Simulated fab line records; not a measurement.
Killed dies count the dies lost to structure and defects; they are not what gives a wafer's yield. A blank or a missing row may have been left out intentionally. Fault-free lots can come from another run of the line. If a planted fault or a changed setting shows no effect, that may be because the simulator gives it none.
Which of the tools did it? / flow nand_harc / 72 wafers from 24 lots sampled at 5 of the route's 1302 steps

== WHAT EACH GAUGE READ, for each wafer ==
NHARC_A_ONON_D2_THK_MEAS_24: measures by ellipsometry.
lot=L074; measured=day 12 19:52; on=film_metro-01; thk_nm (nm)=1007 1004 1006
lot=L075; measured=day 12 19:39; on=film_metro-01; thk_nm (nm)=1011 1011 1012
lot=L076; measured=day 13 11:29; on=film_metro-01; thk_nm (nm)=985 985 984
lot=L077; measured=day 14 09:05; on=film_metro-02; thk_nm (nm)=991 990 994
lot=L078; measured=day 14 20:31; on=film_metro-02; thk_nm (nm)=994 994 994
lot=L079; measured=day 15 03:20; on=film_metro-01; thk_nm (nm)=1010 1009 1009
lot=L080; measured=day 15 03:20; on=film_metro-02; thk_nm (nm)=986 987 987
lot=L082; measured=day 16 05:52; on=film_metro-01; thk_nm (nm)=986 989 988
lot=L081; measured=day 16 05:51; on=film_metro-02; thk_nm (nm)=1001 1000 1000
lot=L083; measured=day 16 15:33; on=film_metro-01; thk_nm (nm)=996 995 995
lot=L085; measured=day 17 11:23; on=film_metro-01; thk_nm (nm)=994 994 995
lot=L084; measured=day 17 11:23; on=film_metro-02; thk_nm (nm)=1004 1002 1002
lot=L086; measured=day 18 02:03; on=film_metro-02; thk_nm (nm)=993 992 992
lot=L087; measured=day 18 01:41; on=film_metro-02; thk_nm (nm)=977 979 978
lot=L089; measured=day 18 21:55; on=film_metro-02; thk_nm (nm)=1013 1013 1013
lot=L088; measured=day 18 21:56; on=film_metro-01; thk_nm (nm)=1003 1003 1002
lot=L090; measured=day 19 19:48; on=film_metro-02; thk_nm (nm)=999 997 998
lot=L091; measured=day 19 19:56; on=film_metro-02; thk_nm (nm)=995 996 996
lot=L092; measured=day 20 05:20; on=film_metro-01; thk_nm (nm)=1007 1007 1008
lot=L093; measured=day 20 16:38; on=film_metro-01; thk_nm (nm)=1001 1002 1000
lot=L094; measured=day 21 08:16; on=film_metro-02; thk_nm (nm)=1022 1023 1023
lot=L095; measured=day 21 22:59; on=film_metro-02; thk_nm (nm)=1001 1002 1001
lot=L096; measured=day 22 07:58; on=film_metro-01; thk_nm (nm)=1010 1008 1010
lot=L097; measured=day 22 08:00; on=film_metro-01; thk_nm (nm)=1008 1008 1008

NHARC_A_CHANNEL_HOLE_D2_CD_MEAS_18.
lot=L074; measured=day 13 02:22; on=cd_sem-03; cd_nm (nm)=94 99 100
lot=L075; measured=day 13 01:35; on=cd_sem-01; cd_nm (nm)=101 101 102
lot=L076; measured=day 13 17:20; on=cd_sem-02; cd_nm (nm)=102 96 100
lot=L077; measured=day 14 16:28; on=cd_sem-02; cd_nm (nm)=97 95 103
lot=L078; measured=day 15 03:59; on=cd_sem-01; cd_nm (nm)=98 101 98
lot=L079; measured=day 15 09:08; on=cd_sem-03; cd_nm (nm)=98 100 99
lot=L080; measured=day 15 09:05; on=cd_sem-01; cd_nm (nm)=96 96 102
lot=L082; measured=day 16 12:52; on=cd_sem-02; cd_nm (nm)=100 102 100
lot=L081; measured=day 16 12:16; on=cd_sem-02; cd_nm (nm)=95 100 99
lot=L083; measured=day 17 02:31; on=cd_sem-01; cd_nm (nm)=103 103 103
lot=L085; measured=day 17 17:04; on=cd_sem-03; cd_nm (nm)=97 98 103
lot=L084; measured=day 17 17:13; on=cd_sem-02; cd_nm (nm)=98 98 96
lot=L086; measured=day 18 09:32; on=cd_sem-02; cd_nm (nm)=98 94 97
lot=L087; measured=day 18 08:37; on=cd_sem-03; cd_nm (nm)=101 99 104
lot=L089; measured=day 19 06:56; on=cd_sem-01; cd_nm (nm)=98 105 105
lot=L088; measured=day 19 06:11; on=cd_sem-02; cd_nm (nm)=98 100 100
lot=L090; measured=day 20 02:34; on=cd_sem-03; cd_nm (nm)=102 99 98
lot=L091; measured=day 20 03:42; on=cd_sem-03; cd_nm (nm)=100 96 101
lot=L092; measured=day 20 11:31; on=cd_sem-03; cd_nm (nm)=103 101 105
lot=L093; measured=day 20 22:11; on=cd_sem-02; cd_nm (nm)=103 95 97
lot=L094; measured=day 21 16:56; on=cd_sem-01; cd_nm (nm)=104 97 99
lot=L095; measured=day 22 07:34; on=cd_sem-01; cd_nm (nm)=101 102 103
lot=L096; measured=day 22 13:38; on=cd_sem-02; cd_nm (nm)=97 101 97
lot=L097; measured=day 22 14:07; on=cd_sem-01; cd_nm (nm)=99 103 102

== WHICH TOOL RAN EACH LOT (tool, then ch and the chambers of the sampled wafers, then the start) ==
lot=L074; NHARC_A_CHANNEL_FILL_D1_ETCHBACK_20=rie_diel-08 ch 0,1, day 9 23:22; NHARC_A_CHANNEL_FILL_D1_STRIP_28=rie_diel-08 ch 2,3, day 9 23:28; NHARC_A_CHANNEL_HOLE_D2_ETCH_34=rie_diel-10 ch 1,2,3, day 13 02:22 or earlier
lot=L075; NHARC_A_CHANNEL_FILL_D1_ETCHBACK_20=rie_diel-06 ch 1,2,3, day 10 02:56; NHARC_A_CHANNEL_FILL_D1_STRIP_28=rie_diel-06 ch 0,2,3, day 10 03:01; NHARC_A_CHANNEL_HOLE_D2_ETCH_34=rie_diel-09 ch 0,2,3, day 13 01:35 or earlier
lot=L076; NHARC_A_CHANNEL_FILL_D1_ETCHBACK_20=rie_diel-01 ch 1,2, day 10 16:23; NHARC_A_CHANNEL_FILL_D1_STRIP_28=rie_diel-01 ch 0,3, day 10 16:28; NHARC_A_CHANNEL_HOLE_D2_ETCH_34=rie_diel-10 ch 0,1,2, day 13 17:20 or earlier
lot=L077; NHARC_A_CHANNEL_FILL_D1_ETCHBACK_20=rie_diel-08 ch 0,1, day 11 04:05; NHARC_A_CHANNEL_FILL_D1_STRIP_28=rie_diel-08 ch 1,2, day 11 04:10; NHARC_A_CHANNEL_HOLE_D2_ETCH_34=rie_diel-12 ch 0,1, day 14 15:25
lot=L078; NHARC_A_CHANNEL_FILL_D1_ETCHBACK_20=rie_diel-08 ch 0,2, day 11 11:29; NHARC_A_CHANNEL_FILL_D1_STRIP_28=rie_diel-08 ch 0,1,3, day 11 11:34; NHARC_A_CHANNEL_HOLE_D2_ETCH_34=rie_diel-09 ch 0,2,3, day 15 03:59 or earlier
lot=L079; NHARC_A_CHANNEL_FILL_D1_ETCHBACK_20=rie_diel-08 ch 0,1, day 11 16:11; NHARC_A_CHANNEL_FILL_D1_STRIP_28=rie_diel-08 ch 1,2, day 11 16:17; NHARC_A_CHANNEL_HOLE_D2_ETCH_34=rie_diel-09 ch 0,3, day 15 09:08 or earlier
lot=L080; NHARC_A_CHANNEL_FILL_D1_ETCHBACK_20=rie_diel-01 ch 2,3, day 12 09:07; NHARC_A_CHANNEL_FILL_D1_STRIP_28=rie_diel-01 ch 1,2, day 12 09:13; NHARC_A_CHANNEL_HOLE_D2_ETCH_34=rie_diel-10 ch 0,1,3, day 15 09:05 or earlier
lot=L082; NHARC_A_CHANNEL_FILL_D1_ETCHBACK_20=rie_diel-08 ch 1,3, day 13 07:24; NHARC_A_CHANNEL_FILL_D1_STRIP_28=rie_diel-08 ch 1,2, day 13 07:29; NHARC_A_CHANNEL_HOLE_D2_ETCH_34=rie_diel-09 ch 0,2,3, day 16 12:52 or earlier
lot=L081; NHARC_A_CHANNEL_FILL_D1_ETCHBACK_20=rie_diel-01 ch 0,1, day 13 07:25; NHARC_A_CHANNEL_FILL_D1_STRIP_28=rie_diel-01 ch 0,1, day 13 07:31; NHARC_A_CHANNEL_HOLE_D2_ETCH_34=rie_diel-10 ch 1,2, day 16 12:16 or earlier
lot=L083; NHARC_A_CHANNEL_FILL_D1_ETCHBACK_20=rie_diel-01 ch 0,1,2, day 13 14:25; NHARC_A_CHANNEL_FILL_D1_STRIP_28=rie_diel-01 ch 0,1,3, day 13 14:29; NHARC_A_CHANNEL_HOLE_D2_ETCH_34=rie_diel-12 ch 1,2,3, day 17 02:31 or earlier
lot=L085; NHARC_A_CHANNEL_FILL_D1_ETCHBACK_20=rie_diel-01 ch 0,1,2, day 14 14:55; NHARC_A_CHANNEL_FILL_D1_STRIP_28=rie_diel-01 ch 1,2, day 14 15:06; NHARC_A_CHANNEL_HOLE_D2_ETCH_34=rie_diel-09 ch 0,1,3, day 17 17:04 or earlier
lot=L084; NHARC_A_CHANNEL_FILL_D1_ETCHBACK_20=rie_diel-06 ch 0,1,2, day 14 14:55; NHARC_A_CHANNEL_FILL_D1_STRIP_28=rie_diel-06 ch 0,2,3, day 14 14:59; NHARC_A_CHANNEL_HOLE_D2_ETCH_34=rie_diel-12 ch 0,1, day 17 17:13 or earlier
lot=L086; NHARC_A_CHANNEL_FILL_D1_ETCHBACK_20=rie_diel-01 ch 0,1,2, day 15 03:58; NHARC_A_CHANNEL_FILL_D1_STRIP_28=rie_diel-01 ch 0,2, day 15 04:02; NHARC_A_CHANNEL_HOLE_D2_ETCH_34=rie_diel-10 ch 1,2, day 18 09:32 or earlier
lot=L087; NHARC_A_CHANNEL_FILL_D1_ETCHBACK_20=rie_diel-06 ch 1,2, day 15 08:55; NHARC_A_CHANNEL_FILL_D1_STRIP_28=rie_diel-06 ch 0,1,2, day 15 09:01; NHARC_A_CHANNEL_HOLE_D2_ETCH_34=rie_diel-09 ch 0,1, day 18 08:37 or earlier
lot=L089; NHARC_A_CHANNEL_FILL_D1_ETCHBACK_20=rie_diel-01 ch 1,2, day 15 18:36; NHARC_A_CHANNEL_FILL_D1_STRIP_28=rie_diel-01 ch 0,3, day 15 18:41; NHARC_A_CHANNEL_HOLE_D2_ETCH_34=rie_diel-10 ch 0,1,3, day 19 06:56 or earlier
lot=L088; NHARC_A_CHANNEL_FILL_D1_ETCHBACK_20=rie_diel-08 ch 0,1,3, day 15 18:37; NHARC_A_CHANNEL_FILL_D1_STRIP_28=rie_diel-08 ch 0,1,3, day 15 18:42; NHARC_A_CHANNEL_HOLE_D2_ETCH_34=rie_diel-12 ch 0,1,3, day 19 06:11 or earlier
lot=L090; NHARC_A_CHANNEL_FILL_D1_ETCHBACK_20=rie_diel-01 ch 0,1,3, day 16 16:09; NHARC_A_CHANNEL_FILL_D1_STRIP_28=rie_diel-01 ch 2,3, day 16 16:14; NHARC_A_CHANNEL_HOLE_D2_ETCH_34=rie_diel-10 ch 0,3, day 20 02:34 or earlier
lot=L091; NHARC_A_CHANNEL_FILL_D1_ETCHBACK_20=rie_diel-06 ch 0,3, day 16 16:09; NHARC_A_CHANNEL_FILL_D1_STRIP_28=rie_diel-06 ch 0,1, day 16 16:14; NHARC_A_CHANNEL_HOLE_D2_ETCH_34=rie_diel-12 ch 2,3, day 20 03:42 or earlier
lot=L092; NHARC_A_CHANNEL_FILL_D1_ETCHBACK_20=rie_diel-01 ch 0,2,3, day 17 06:13; NHARC_A_CHANNEL_FILL_D1_STRIP_28=rie_diel-01 ch 0,2,3, day 17 06:18; NHARC_A_CHANNEL_HOLE_D2_ETCH_34=rie_diel-09 ch 0,2,3, day 20 11:31 or earlier
lot=L093; NHARC_A_CHANNEL_FILL_D1_ETCHBACK_20=rie_diel-01 ch 0,1,3, day 17 12:34; NHARC_A_CHANNEL_FILL_D1_STRIP_28=rie_diel-01 ch 0,2,3, day 17 12:39; NHARC_A_CHANNEL_HOLE_D2_ETCH_34=rie_diel-09 ch 0,2, day 20 22:11 or earlier
lot=L094; NHARC_A_CHANNEL_FILL_D1_ETCHBACK_20=rie_diel-08 ch 0,1,2, day 18 04:14; NHARC_A_CHANNEL_FILL_D1_STRIP_28=rie_diel-08 ch 0,2,3, day 18 04:19; NHARC_A_CHANNEL_HOLE_D2_ETCH_34=rie_diel-10 ch 0,1,2, day 21 16:56 or earlier
lot=L095; NHARC_A_CHANNEL_FILL_D1_ETCHBACK_20=rie_diel-08 ch 0,1, day 19 00:31; NHARC_A_CHANNEL_FILL_D1_STRIP_28=rie_diel-08 ch 0,2,3, day 19 00:36; NHARC_A_CHANNEL_HOLE_D2_ETCH_34=rie_diel-10 ch 0,3, day 22 07:34 or earlier
lot=L096; NHARC_A_CHANNEL_FILL_D1_ETCHBACK_20=rie_diel-01 ch 2,3, day 19 08:42; NHARC_A_CHANNEL_FILL_D1_STRIP_28=rie_diel-01 ch 1,2, day 19 08:47; NHARC_A_CHANNEL_HOLE_D2_ETCH_34=rie_diel-10 ch 2,3, day 22 13:38 or earlier
lot=L097; NHARC_A_CHANNEL_FILL_D1_ETCHBACK_20=rie_diel-06 ch 2,3, day 19 08:43; NHARC_A_CHANNEL_FILL_D1_STRIP_28=rie_diel-06 ch 0,3, day 19 08:49; NHARC_A_CHANNEL_HOLE_D2_ETCH_34=rie_diel-09 ch 0,2,3, day 22 14:07 or earlier
- NHARC_A_CHANNEL_FILL_D1_ETCHBACK_20: etches the open film in C4F8/O2/Ar, target depth 27 nm, time 13.5 s.
- NHARC_A_CHANNEL_FILL_D1_STRIP_28: strips in O2, time 20 s.
- NHARC_A_CHANNEL_HOLE_D2_ETCH_34: etches the open film in CF4/CHF3, target depth 154 nm, time 77 s.

== WHAT THE TOOLS THEMSELVES READ (means of the sampled wafers that have a number; where no wafer has one, the mark that the record gives instead) ==
NHARC_A_CHANNEL_FILL_D1_ETCHBACK_20.
lot=L074; tool=rie_diel-08; oes_product_au (a.u.)=1.00; rf_vpp_V (V)=975
lot=L075; tool=rie_diel-06; oes_product_au (a.u.)=0.97; rf_vpp_V (V)=978
lot=L076; tool=rie_diel-01; oes_product_au (a.u.)=0.98; rf_vpp_V (V)=978
lot=L077; tool=rie_diel-08; oes_product_au (a.u.)=1.01; rf_vpp_V (V)=973
lot=L078; tool=rie_diel-08; oes_product_au (a.u.)=0.97; rf_vpp_V (V)=980
lot=L079; tool=rie_diel-08; oes_product_au (a.u.)=1.00; rf_vpp_V (V)=975
lot=L080; tool=rie_diel-01; oes_product_au (a.u.)=0.98; rf_vpp_V (V)=980
lot=L082; tool=rie_diel-08; oes_product_au (a.u.)=1.01; rf_vpp_V (V)=972
lot=L081; tool=rie_diel-01; oes_product_au (a.u.)=0.99; rf_vpp_V (V)=978
lot=L083; tool=rie_diel-01; oes_product_au (a.u.)=0.99; rf_vpp_V (V)=979
lot=L085; tool=rie_diel-01; oes_product_au (a.u.)=0.99; rf_vpp_V (V)=979
lot=L084; tool=rie_diel-06; oes_product_au (a.u.)=1.01; rf_vpp_V (V)=978
lot=L086; tool=rie_diel-01; oes_product_au (a.u.)=0.92; rf_vpp_V (V)=978
lot=L087; tool=rie_diel-06; oes_product_au (a.u.)=0.98; rf_vpp_V (V)=979
lot=L089; tool=rie_diel-01; oes_product_au (a.u.)=0.92; rf_vpp_V (V)=979
lot=L088; tool=rie_diel-08; oes_product_au (a.u.)=0.93; rf_vpp_V (V)=974
lot=L090; tool=rie_diel-01; oes_product_au (a.u.)=0.95; rf_vpp_V (V)=981
lot=L091; tool=rie_diel-06; oes_product_au (a.u.)=1.02; rf_vpp_V (V)=984
lot=L092; tool=rie_diel-01; oes_product_au (a.u.)=0.99; rf_vpp_V (V)=981
lot=L093; tool=rie_diel-01; oes_product_au (a.u.)=1.00; rf_vpp_V (V)=981
lot=L094; tool=rie_diel-08; oes_product_au (a.u.)=1.00; rf_vpp_V (V)=978
lot=L095; tool=rie_diel-08; oes_product_au (a.u.)=0.97; rf_vpp_V (V)=975
lot=L096; tool=rie_diel-01; oes_product_au (a.u.)=0.92; rf_vpp_V (V)=981
lot=L097; tool=rie_diel-06; oes_product_au (a.u.)=0.93; rf_vpp_V (V)=977

NHARC_A_CHANNEL_FILL_D1_STRIP_28.
lot=L074; tool=rie_diel-08; drypump_motor_current_A (A)=5.7; o2_flow_sccm (sccm)=499.9; oes_product_au (a.u.)=0.989; rf_vpp_V (V)=57.9; showerhead_plenum_p_Torr (Torr)=3.53; throttle_valve_pct (%)=17.047
lot=L075; tool=rie_diel-06; drypump_motor_current_A (A)=5.8; o2_flow_sccm (sccm)=500.5; oes_product_au (a.u.)=1.000; rf_vpp_V (V)=58.2; showerhead_plenum_p_Torr (Torr)=3.57; throttle_valve_pct (%)=17.029
lot=L076; tool=rie_diel-01; drypump_motor_current_A (A)=6.0; o2_flow_sccm (sccm)=499.0; oes_product_au (a.u.)=0.995; rf_vpp_V (V)=58.2; showerhead_plenum_p_Torr (Torr)=3.58; throttle_valve_pct (%)=17.031
lot=L077; tool=rie_diel-08; drypump_motor_current_A (A)=5.7; o2_flow_sccm (sccm)=499.7; oes_product_au (a.u.)=0.998; rf_vpp_V (V)=57.1; showerhead_plenum_p_Torr (Torr)=3.54; throttle_valve_pct (%)=17.036
lot=L078; tool=rie_diel-08; drypump_motor_current_A (A)=5.6; o2_flow_sccm (sccm)=500.6; oes_product_au (a.u.)=1.005; rf_vpp_V (V)=57.1; showerhead_plenum_p_Torr (Torr)=3.43; throttle_valve_pct (%)=17.032
lot=L079; tool=rie_diel-08; drypump_motor_current_A (A)=5.7; o2_flow_sccm (sccm)=500.4; oes_product_au (a.u.)=0.996; rf_vpp_V (V)=57.7; showerhead_plenum_p_Torr (Torr)=3.66; throttle_valve_pct (%)=17.042
lot=L080; tool=rie_diel-01; drypump_motor_current_A (A)=5.5; o2_flow_sccm (sccm)=499.6; oes_product_au (a.u.)=0.977; rf_vpp_V (V)=56.8; showerhead_plenum_p_Torr (Torr)=3.54; throttle_valve_pct (%)=17.036
lot=L082; tool=rie_diel-08; drypump_motor_current_A (A)=5.7; o2_flow_sccm (sccm)=500.4; oes_product_au (a.u.)=0.996; rf_vpp_V (V)=58.4; showerhead_plenum_p_Torr (Torr)=3.66; throttle_valve_pct (%)=17.038
lot=L081; tool=rie_diel-01; drypump_motor_current_A (A)=5.8; o2_flow_sccm (sccm)=500.7; oes_product_au (a.u.)=0.994; rf_vpp_V (V)=58.1; showerhead_plenum_p_Torr (Torr)=3.53; throttle_valve_pct (%)=17.034
lot=L083; tool=rie_diel-01; drypump_motor_current_A (A)=5.8; o2_flow_sccm (sccm)=499.7; oes_product_au (a.u.)=1.007; rf_vpp_V (V)=58.4; showerhead_plenum_p_Torr (Torr)=3.62; throttle_valve_pct (%)=17.037
lot=L085; tool=rie_diel-01; drypump_motor_current_A (A)=5.5; o2_flow_sccm (sccm)=498.3; oes_product_au (a.u.)=0.976; rf_vpp_V (V)=57.3; showerhead_plenum_p_Torr (Torr)=3.53; throttle_valve_pct (%)=17.036
lot=L084; tool=rie_diel-06; drypump_motor_current_A (A)=5.8; o2_flow_sccm (sccm)=500.9; oes_product_au (a.u.)=1.011; rf_vpp_V (V)=57.7; showerhead_plenum_p_Torr (Torr)=3.57; throttle_valve_pct (%)=17.037
lot=L086; tool=rie_diel-01; drypump_motor_current_A (A)=5.8; o2_flow_sccm (sccm)=499.1; oes_product_au (a.u.)=0.977; rf_vpp_V (V)=58.4; showerhead_plenum_p_Torr (Torr)=3.50; throttle_valve_pct (%)=17.034
lot=L087; tool=rie_diel-06; drypump_motor_current_A (A)=6.0; o2_flow_sccm (sccm)=500.4; oes_product_au (a.u.)=1.016; rf_vpp_V (V)=57.6; showerhead_plenum_p_Torr (Torr)=3.54; throttle_valve_pct (%)=17.020
lot=L089; tool=rie_diel-01; drypump_motor_current_A (A)=6.0; o2_flow_sccm (sccm)=500.9; oes_product_au (a.u.)=0.992; rf_vpp_V (V)=58.4; showerhead_plenum_p_Torr (Torr)=3.58; throttle_valve_pct (%)=17.034
lot=L088; tool=rie_diel-08; drypump_motor_current_A (A)=5.6; o2_flow_sccm (sccm)=500.8; oes_product_au (a.u.)=0.996; rf_vpp_V (V)=58.8; showerhead_plenum_p_Torr (Torr)=3.42; throttle_valve_pct (%)=17.033
lot=L090; tool=rie_diel-01; drypump_motor_current_A (A)=5.7; o2_flow_sccm (sccm)=502.3; oes_product_au (a.u.)=0.986; rf_vpp_V (V)=57.5; showerhead_plenum_p_Torr (Torr)=3.58; throttle_valve_pct (%)=17.034
lot=L091; tool=rie_diel-06; drypump_motor_current_A (A)=6.4; o2_flow_sccm (sccm)=498.7; oes_product_au (a.u.)=1.003; rf_vpp_V (V)=57.4; showerhead_plenum_p_Torr (Torr)=3.61; throttle_valve_pct (%)=17.038
lot=L092; tool=rie_diel-01; drypump_motor_current_A (A)=5.9; o2_flow_sccm (sccm)=499.2; oes_product_au (a.u.)=0.992; rf_vpp_V (V)=58.0; showerhead_plenum_p_Torr (Torr)=3.58; throttle_valve_pct (%)=17.037
lot=L093; tool=rie_diel-01; drypump_motor_current_A (A)=5.9; o2_flow_sccm (sccm)=499.8; oes_product_au (a.u.)=0.984; rf_vpp_V (V)=58.0; showerhead_plenum_p_Torr (Torr)=3.58; throttle_valve_pct (%)=17.042
lot=L094; tool=rie_diel-08; drypump_motor_current_A (A)=5.6; o2_flow_sccm (sccm)=500.1; oes_product_au (a.u.)=0.994; rf_vpp_V (V)=58.0; showerhead_plenum_p_Torr (Torr)=3.54; throttle_valve_pct (%)=17.037
lot=L095; tool=rie_diel-08; drypump_motor_current_A (A)=5.6; o2_flow_sccm (sccm)=497.4; oes_product_au (a.u.)=1.000; rf_vpp_V (V)=56.9; showerhead_plenum_p_Torr (Torr)=3.54; throttle_valve_pct (%)=17.041
lot=L096; tool=rie_diel-01; drypump_motor_current_A (A)=5.5; o2_flow_sccm (sccm)=500.6; oes_product_au (a.u.)=0.990; rf_vpp_V (V)=57.0; showerhead_plenum_p_Torr (Torr)=3.53; throttle_valve_pct (%)=17.034
lot=L097; tool=rie_diel-06; drypump_motor_current_A (A)=5.7; o2_flow_sccm (sccm)=498.0; oes_product_au (a.u.)=1.013; rf_vpp_V (V)=58.2; showerhead_plenum_p_Torr (Torr)=3.65; throttle_valve_pct (%)=17.039

NHARC_A_CHANNEL_HOLE_D2_ETCH_34.
lot=L074; tool=rie_diel-10; chf3_flow_sccm (sccm)=30.12; drypump_motor_current_A (A)=6.2; oes_product_au (a.u.)=0.967; rf_vpp_V (V)=370.0; showerhead_plenum_p_Torr (Torr)=1.55; throttle_valve_pct (%)=16.793
lot=L075; tool=rie_diel-09; chf3_flow_sccm (sccm)=30.08; drypump_motor_current_A (A)=5.6; oes_product_au (a.u.)=0.969; rf_vpp_V (V)=370.8; showerhead_plenum_p_Torr (Torr)=1.57; throttle_valve_pct (%)=16.796
lot=L076; tool=rie_diel-10; chf3_flow_sccm (sccm)=30.00; drypump_motor_current_A (A)=6.3; oes_product_au (a.u.)=0.944; rf_vpp_V (V)=370.8; showerhead_plenum_p_Torr (Torr)=1.58; throttle_valve_pct (%)=16.796
lot=L077; tool=rie_diel-12; chf3_flow_sccm (sccm)=29.96; drypump_motor_current_A (A)=5.6; oes_product_au (a.u.)=0.915; rf_vpp_V (V)=369.2; showerhead_plenum_p_Torr (Torr)=1.51; throttle_valve_pct (%)=16.808
lot=L078; tool=rie_diel-09; chf3_flow_sccm (sccm)=29.96; drypump_motor_current_A (A)=5.6; oes_product_au (a.u.)=0.982; rf_vpp_V (V)=369.8; showerhead_plenum_p_Torr (Torr)=1.57; throttle_valve_pct (%)=16.799
lot=L079; tool=rie_diel-09; chf3_flow_sccm (sccm)=30.06; drypump_motor_current_A (A)=5.5; oes_product_au (a.u.)=0.963; rf_vpp_V (V)=370.3; showerhead_plenum_p_Torr (Torr)=1.56; throttle_valve_pct (%)=16.806
lot=L080; tool=rie_diel-10; chf3_flow_sccm (sccm)=30.07; drypump_motor_current_A (A)=6.1; oes_product_au (a.u.)=0.958; rf_vpp_V (V)=371.2; showerhead_plenum_p_Torr (Torr)=1.59; throttle_valve_pct (%)=16.809
lot=L082; tool=rie_diel-09; chf3_flow_sccm (sccm)=29.99; drypump_motor_current_A (A)=5.6; oes_product_au (a.u.)=0.975; rf_vpp_V (V)=369.8; showerhead_plenum_p_Torr (Torr)=1.57; throttle_valve_pct (%)=16.800
lot=L081; tool=rie_diel-10; chf3_flow_sccm (sccm)=30.08; drypump_motor_current_A (A)=6.2; oes_product_au (a.u.)=0.971; rf_vpp_V (V)=370.1; showerhead_plenum_p_Torr (Torr)=1.54; throttle_valve_pct (%)=16.806
lot=L083; tool=rie_diel-12; chf3_flow_sccm (sccm)=30.04; drypump_motor_current_A (A)=5.4; oes_product_au (a.u.)=0.945; rf_vpp_V (V)=370.1; showerhead_plenum_p_Torr (Torr)=1.59; throttle_valve_pct (%)=16.798
lot=L085; tool=rie_diel-09; chf3_flow_sccm (sccm)=29.97; drypump_motor_current_A (A)=5.5; oes_product_au (a.u.)=0.960; rf_vpp_V (V)=369.5; showerhead_plenum_p_Torr (Torr)=1.58; throttle_valve_pct (%)=16.802
lot=L084; tool=rie_diel-12; chf3_flow_sccm (sccm)=29.98; drypump_motor_current_A (A)=6.2; oes_product_au (a.u.)=0.908; rf_vpp_V (V)=368.5; showerhead_plenum_p_Torr (Torr)=1.51; throttle_valve_pct (%)=16.807
lot=L086; tool=rie_diel-10; chf3_flow_sccm (sccm)=30.00; drypump_motor_current_A (A)=6.4; oes_product_au (a.u.)=0.917; rf_vpp_V (V)=369.0; showerhead_plenum_p_Torr (Torr)=1.54; throttle_valve_pct (%)=16.803
lot=L087; tool=rie_diel-09; chf3_flow_sccm (sccm)=29.99; drypump_motor_current_A (A)=5.5; oes_product_au (a.u.)=0.997; rf_vpp_V (V)=369.6; showerhead_plenum_p_Torr (Torr)=1.54; throttle_valve_pct (%)=16.803
lot=L089; tool=rie_diel-10; chf3_flow_sccm (sccm)=30.08; drypump_motor_current_A (A)=6.1; oes_product_au (a.u.)=0.960; rf_vpp_V (V)=372.0; showerhead_plenum_p_Torr (Torr)=1.59; throttle_valve_pct (%)=16.806
lot=L088; tool=rie_diel-12; chf3_flow_sccm (sccm)=29.97; drypump_motor_current_A (A)=5.7; oes_product_au (a.u.)=0.919; rf_vpp_V (V)=370.2; showerhead_plenum_p_Torr (Torr)=1.56; throttle_valve_pct (%)=16.796
lot=L090; tool=rie_diel-10; chf3_flow_sccm (sccm)=29.99; drypump_motor_current_A (A)=6.3; oes_product_au (a.u.)=0.928; rf_vpp_V (V)=372.2; showerhead_plenum_p_Torr (Torr)=1.62; throttle_valve_pct (%)=16.805
lot=L091; tool=rie_diel-12; chf3_flow_sccm (sccm)=30.06; drypump_motor_current_A (A)=5.5; oes_product_au (a.u.)=0.967; rf_vpp_V (V)=372.1; showerhead_plenum_p_Torr (Torr)=1.64; throttle_valve_pct (%)=16.801
lot=L092; tool=rie_diel-09; chf3_flow_sccm (sccm)=29.94; drypump_motor_current_A (A)=5.6; oes_product_au (a.u.)=0.987; rf_vpp_V (V)=371.7; showerhead_plenum_p_Torr (Torr)=1.57; throttle_valve_pct (%)=16.803
lot=L093; tool=rie_diel-09; chf3_flow_sccm (sccm)=29.99; drypump_motor_current_A (A)=5.7; oes_product_au (a.u.)=0.938; rf_vpp_V (V)=369.9; showerhead_plenum_p_Torr (Torr)=1.55; throttle_valve_pct (%)=16.814
lot=L094; tool=rie_diel-10; chf3_flow_sccm (sccm)=30.01; drypump_motor_current_A (A)=6.3; oes_product_au (a.u.)=0.965; rf_vpp_V (V)=369.6; showerhead_plenum_p_Torr (Torr)=1.57; throttle_valve_pct (%)=16.807
lot=L095; tool=rie_diel-10; chf3_flow_sccm (sccm)=29.85; drypump_motor_current_A (A)=6.3; oes_product_au (a.u.)=0.973; rf_vpp_V (V)=372.0; showerhead_plenum_p_Torr (Torr)=1.62; throttle_valve_pct (%)=16.807
lot=L096; tool=rie_diel-10; chf3_flow_sccm (sccm)=30.02; drypump_motor_current_A (A)=6.5; oes_product_au (a.u.)=0.967; rf_vpp_V (V)=369.7; showerhead_plenum_p_Torr (Torr)=1.55; throttle_valve_pct (%)=16.807
lot=L097; tool=rie_diel-09; chf3_flow_sccm (sccm)=30.08; drypump_motor_current_A (A)=5.6; oes_product_au (a.u.)=0.964; rf_vpp_V (V)=370.3; showerhead_plenum_p_Torr (Torr)=1.57; throttle_valve_pct (%)=16.805

== THE ANSWER, worked out from the rows above alone ==
Rule: the lots themselves supply what counts as usual. The widest of any qualifying gaps counts: lots, ordered by their means at a reading, are off when they make up no more than a third of the lots, leave a main group of 4 or more, and stand apart from it by 3 or more times the standard deviation of that group's means. If all means in a main group match to the digits the tables above print for the reading, that group is not used. Also off: a lot with no number at a reading for which 4 or more lots have one. Any other lot the step has rows for is counted as sound. After the gauges, taken in route order, come the tools' own readings; for these a lot's mean is taken, as printed above. The first step at which some lot is off is used, and at that step the reading that is off furthest; a lot without a number counts as furthest.
No lot is off on any of the readings shown, so nothing can be concluded from this.

== WHAT THE SIMULATOR HAD INSERTED ==
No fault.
